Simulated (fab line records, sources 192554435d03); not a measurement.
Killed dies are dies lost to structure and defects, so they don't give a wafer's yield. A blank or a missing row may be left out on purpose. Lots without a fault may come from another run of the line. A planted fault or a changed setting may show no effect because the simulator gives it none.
Split-lot experiment | flow n5_finfet | 7 lots, 39 wafers read, on a route of 1938 steps

THE SPLIT
At N5_GATE_CUT_ALD_22 (deposits SiNx, target thk 16 nm, pulse time 1 s, ald cycles 320), the setting ald_cycles was moved away from the recipe's 320 on 12 of the 39 wafers read, by -47.5% to +57.8%. The other wafers ran this setting at the recipe's value.

The reading is taken at the split's own step.

THE READING
SiNx_of_GATE_CUT_ALD_22.thk_nm (the simulator's own value, which no gauge read), in nm, at N5_GATE_CUT_ALD_22 (deposits SiNx, target thk 16 nm, pulse time 1 s, ald cycles 320). The file gives no usual value for it. The 27 wafers here that ran the recipe average 16.0 nm, standard deviation 0.09 nm.

wafer  | tool, chamber at the split | ald_cycles as run | against the recipe | SiNx_of_GATE_CUT_ALD_22.thk_nm, nm | against lot-mates on the recipe
L077.1 | ald_sin-02, 1,3            | 320               | recipe             | 16                                 | -
L077.3 | ald_sin-02, 1,3            | 320               | recipe             | 16                                 | -
L077.2 | ald_sin-02, 2              | 320               | recipe             | 16.2                               | -
L077.4 | ald_sin-02, 0,1,2          | 240               | -25.0%             | 12                                 | -4.1
L077.5 | ald_sin-02, 0,1,2          | 240               | -25.0%             | 12                                 | -4.1
L077.6 | ald_sin-02, 0,1,2          | 240               | -25.0%             | 12                                 | -4.1
L079.1 | ald_sin-02, 2,1,0          | 320               | recipe             | 16                                 | -
L079.4 | ald_sin-02, 2,1,0          | 320               | recipe             | 16                                 | -
L079.5 | ald_sin-02, 2,1,0          | 320               | recipe             | 16                                 | -
L079.2 | ald_sin-02, 0,3,3          | 320               | recipe             | 16.2                               | -
L079.3 | ald_sin-02, 0,3,3          | 320               | recipe             | 16.2                               | -
L079.6 | ald_sin-02, 0,3,3          | 320               | recipe             | 16.2                               | -
L090.1 | ald_sin-01, 2,0            | 320               | recipe             | 16                                 | -
L090.5 | ald_sin-01, 2,0            | 320               | recipe             | 16                                 | -
L090.2 | ald_sin-01, 3              | 320               | recipe             | 16.2                               | -
L092.1 | ald_sin-02, 2,1,1          | 254               | -20.6%             | 12.6                               | -3.4
L092.3 | ald_sin-02, 2,1,1          | 254               | -20.6%             | 12.6                               | -3.4
L092.5 | ald_sin-02, 2,1,1          | 254               | -20.6%             | 12.6                               | -3.4
L092.2 | ald_sin-02, 3,0,0          | 320               | recipe             | 16                                 | -
L092.4 | ald_sin-02, 3,0,0          | 320               | recipe             | 16                                 | -
L092.6 | ald_sin-02, 3,0,0          | 320               | recipe             | 16                                 | -
L093.1 | ald_sin-01, 0,2,1          | 168               | -47.5%             | 8.4                                | -7.6
L093.2 | ald_sin-01, 0,2,1          | 168               | -47.5%             | 8.4                                | -7.6
L093.4 | ald_sin-01, 0,2,1          | 168               | -47.5%             | 8.4                                | -7.6
L093.3 | ald_sin-01, 3,1,0          | 320               | recipe             | 16                                 | -
L093.5 | ald_sin-01, 3,1,0          | 320               | recipe             | 16                                 | -
L093.6 | ald_sin-01, 3,1,0          | 320               | recipe             | 16                                 | -
L095.1 | ald_sin-04, 3,1,1          | 320               | recipe             | 16                                 | -
L095.4 | ald_sin-04, 3,1,1          | 320               | recipe             | 16                                 | -
L095.6 | ald_sin-04, 3,1,1          | 320               | recipe             | 16                                 | -
L095.2 | ald_sin-04, 2              | 505               | +57.8%             | 25.4                               | +9.4
L095.3 | ald_sin-04, 0              | 505               | +57.8%             | 25.2                               | +9.2
L095.5 | ald_sin-04, 0              | 505               | +57.8%             | 25.2                               | +9.2
L097.1 | ald_sin-02, 1,0,2,3,0      | 320               | recipe             | 16                                 | -
L097.2 | ald_sin-02, 1,0,2,3,0      | 320               | recipe             | 16                                 | -
L097.3 | ald_sin-02, 1,0,2,3,0      | 320               | recipe             | 16                                 | -
L097.4 | ald_sin-02, 1,0,2,3,0      | 320               | recipe             | 16                                 | -
L097.5 | ald_sin-02, 1,0,2,3,0      | 320               | recipe             | 16                                 | -
L097.6 | ald_sin-02, 1              | 320               | recipe             | 15.8                               | -
Where a row lists several chambers, the file gives one row for several wafers and doesn't say which wafer went through which chamber.

THE FIT
A straight line over all 39 wafers: SiNx_of_GATE_CUT_ALD_22.thk_nm changes by +0.161 nm for each +1% of ald_cycles; r = +1.00; the points scatter about the line by 0.088 nm.
The same after taking each lot's own level away (the mean of its wafers on the recipe; 39 wafers): +0.161 nm for each +1%; r = +1.00; scatter 0.074 nm.
On that fit, the largest move of ald_cycles shifts the reading by 9.3 nm.
The lots' own levels span 15.97 to 16.10 nm, that is 1.5 times the standard deviation above.
So the lot-to-lot level changes the slope little: the two slopes agree.
Check: with one of the wafers moved furthest among these (+57.8%) left out of the fit, the line predicts +9.25 nm for it against its lot-mates. It came out at +9.4 nm against them.

OTHER SPLITS ON THESE WAFERS
These wafers also went through other splits before the reading. Each is held against what the fit with the lots' levels taken away leaves over:
other split on the same wafers    | wafers away from the commonest value | r with SiNx_of_GATE_CUT_ALD_22.thk_nm (lot level and that fit taken away)
N5_DUMMY_GATE_ALD_02 target_thk_a | 18                                   | +0.22

THE WHOLE CHAIN: every reading that the file lists as answering this split, in the file's order
step               | what it does                                                    | reading                                                                         | change (the file's fit)                                                         | r (the file's)
N5_GATE_CUT_ALD_22 | deposits SiNx, target thk 16 nm, pulse time 1 s, ald cycles 320 | SiNx_of_GATE_CUT_ALD_22.thk_nm (the simulator's own value, which no gauge read) | +0.161 nm for each +1% of the setting                                           | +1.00
N5_GATE_CUT_CMP_23 | polishes, stops on SiO2, t overpolish 23.4 s, target thk 16 nm  | SiNx_of_GATE_CUT_ALD_22.thk_nm (the simulator's own value, which no gauge read) | not straight: 8.4 at the lowest setting, 16.03 at the recipe, 16 at the highest | not given

THE FILE'S OWN FIT
SiNx_of_GATE_CUT_ALD_22.thk_nm changes by +0.161 nm for each +1% of ald_cycles, r = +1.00.
